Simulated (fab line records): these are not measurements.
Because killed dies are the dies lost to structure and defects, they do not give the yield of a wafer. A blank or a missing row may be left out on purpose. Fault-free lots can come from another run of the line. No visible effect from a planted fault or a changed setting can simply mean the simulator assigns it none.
Code-filled problem report in 8D (eight disciplines) form / flow n5 finfet / the parts of the form that need people (team, actions taken, sign-off) are left out

1. PROBLEM STATEMENT
Wafers without a fault read 43.4 s, standard deviation 0.63; run length s at N5_MOL_CONTACT_COAG_CONTACT_ETCH_14 reads a mean of 40.5 s on 2 wafers belonging to 2 lots. Relative to the usual mean, that is a shift of -4.6 standard deviations.
The step: etches SiO2 in C4F6/O2, target depth 27.5 nm, overetch 8.5 nm, time 20 s.
Earliest sighting: wafer L901.6 on rie diel-03 at day 9 13:56. The record has a number at this step for 24 wafers belonging to 10 lots. The rule behind "out" and "out of limits": a value lying over 4 standard deviations away from the usual mean. The rest of the wafers with a number are treated as sound.

2. WHAT THIS IS AND IS NOT
question=which readings at this step; is=run length s; is not=chamber pressure mTorr, drypump motor current A, oes product au, rf vpp V, showerhead plenum p Torr, throttle valve pct
question=which lots; is=L901, L902; is not=L885, L887, L889, L890, L891, L892, L893, L900
question=which wafers of those lots; is=all that have a number; is not=-
question=read on which tools; is=rie diel-03; is not=rie diel-01
question=when; is=from day 9 13:56; is not=up to then (22 sound wafers)

3. WHAT RULES OUT EACH SUSPECT
Counting: any tool at a process step up to the reading is kept as a suspect provided that every lot that is out went through it and no sound lot did after the first of them.
- rie diel-03 at N5_MOL_CONTACT_COAG_ETCH_59 (etches underlayer in N2/H2, target depth 13 nm, time 10.4 s): kept. Every lot that is out went through it, starting with L901 (day 9 13:47), and after that it ran no sound lot; the last sound lot it ran before then is L900 (day 9 07:43).
- rie diel-03 at N5_MOL_CONTACT_COAG_ETCH_106 (etches SOC in N2/H2, target depth 80 nm, overetch 16 nm, time 120 s): kept. Every lot that is out went through it, starting with L901 (day 9 13:52), and after that it ran no sound lot; the last sound lot it ran before then is L900 (day 9 07:46).
- rie diel-03 at N5_MOL_CONTACT_COAG_CONTACT_ETCH_14 (etches SiO2 in C4F6/O2, target depth 27.5 nm, overetch 8.5 nm, time 20 s): kept. Every lot that is out went through it, starting with L901 (day 9 13:56), and after that it ran no sound lot; the last sound lot it ran before then is L900 (day 9 07:52). Out on those wafers are its own readings of run length s.
Left after counting: rie diel-03 at N5_MOL_CONTACT_COAG_ETCH_59, rie diel-03 at N5_MOL_CONTACT_COAG_ETCH_106, rie diel-03 at N5_MOL_CONTACT_COAG_CONTACT_ETCH_14.

4. THE CAUSE (what the simulator had put in)
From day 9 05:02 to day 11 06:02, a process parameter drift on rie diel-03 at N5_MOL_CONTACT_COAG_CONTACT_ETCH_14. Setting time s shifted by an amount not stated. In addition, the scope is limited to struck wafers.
This tool is one of the 3 suspects left after counting.

5. THE CHAIN OF EFFECTS, in route order
One row per reading whose mean, taken over the struck wafers that have a number, lies over 3 standard deviations from the usual. Readings are gone through only where the record gives a usual standard deviation; hours: the median, over the lots, of the time from a lot's start at the first step in this table giving one to that lot's start at this step; sigmas: the change measured in usual standard deviations.
hours=0; step=N5_MOL_CONTACT_COAG_CONTACT_ETCH_14; reading=run length s; usual=43.4 s; on struck wafers=40.5; change=-2.9; sigmas=-4.6
The process steps in it:
- N5_MOL_CONTACT_COAG_CONTACT_ETCH_14: etches SiO2 in C4F6/O2, target depth 27.5 nm, overetch 8.5 nm, time 20 s.
At these later measuring or inspecting steps, every struck wafer for which the step has a row has a number for every such reading, and none has moved that far: N5_MOL_CONTACT_COAG_CD_MEAS_99, N5_BEOL_M4_RC_MEAS_101.

6. HOW IT WOULD HAVE BEEN CAUGHT EARLIER
First out-of-limits reading in this record: day 9 13:56, which is 9 hours after fault onset at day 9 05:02.
